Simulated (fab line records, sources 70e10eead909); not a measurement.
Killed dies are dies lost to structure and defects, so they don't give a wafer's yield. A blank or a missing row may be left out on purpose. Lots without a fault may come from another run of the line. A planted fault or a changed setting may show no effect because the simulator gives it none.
Chamber matching | flow nand_harc | NHARC_A_STAIRCASE_TRIM_12 on rie_diel-09: 4 sister chambers
The step chemistry O2, time 211.2 s. 4 wafers are shown with their chamber, then 8 later ones without.

WAFERS WITH THEIR CHAMBER
wafer  | chamber | showerhead_plenum_p_Torr (Torr)
L083.3 | 2       | 3.65
L093.4 | 1       | 3.55
L093.6 | 3       | 3.37
L094.1 | 0       | 3.74

WAFERS WITHOUT THEIR CHAMBER
wafer  | showerhead_plenum_p_Torr (Torr)
L094.2 | 3.55
L094.4 | 3.37
L096.2 | 3.36
L096.4 | 3.73
L096.5 | 3.54
L097.2 | 3.63
L097.4 | 3.54
L097.5 | 3.36

WHICH CHAMBER EACH WENT THROUGH
wafer  | from the rows above | in truth
L094.2 | 1                   | 1
L094.4 | 3                   | 3
L096.2 | 3                   | 3
L096.4 | 0                   | 0
L096.5 | 1                   | 1
L097.2 | 2                   | 2
L097.4 | 1                   | 1
L097.5 | 3                   | 3
Placed correctly: 8 of 8. Can't be placed from these rows: 0. Placed wrongly: 0.
How it was worked out, from the rows above alone: a wafer's distance from a chamber is the root of the sum, over the readings, of the square of ((its reading less the chamber's mean) divided by the reading's scatter). The wafer belongs to the nearest chamber; if the next one is less than 2 further off, it can't be placed. A chamber's mean is the mean of its shown wafers. The scatter: with one shown wafer a chamber, the root of the mean of the squares of how far each hidden wafer lies from its nearest shown one.
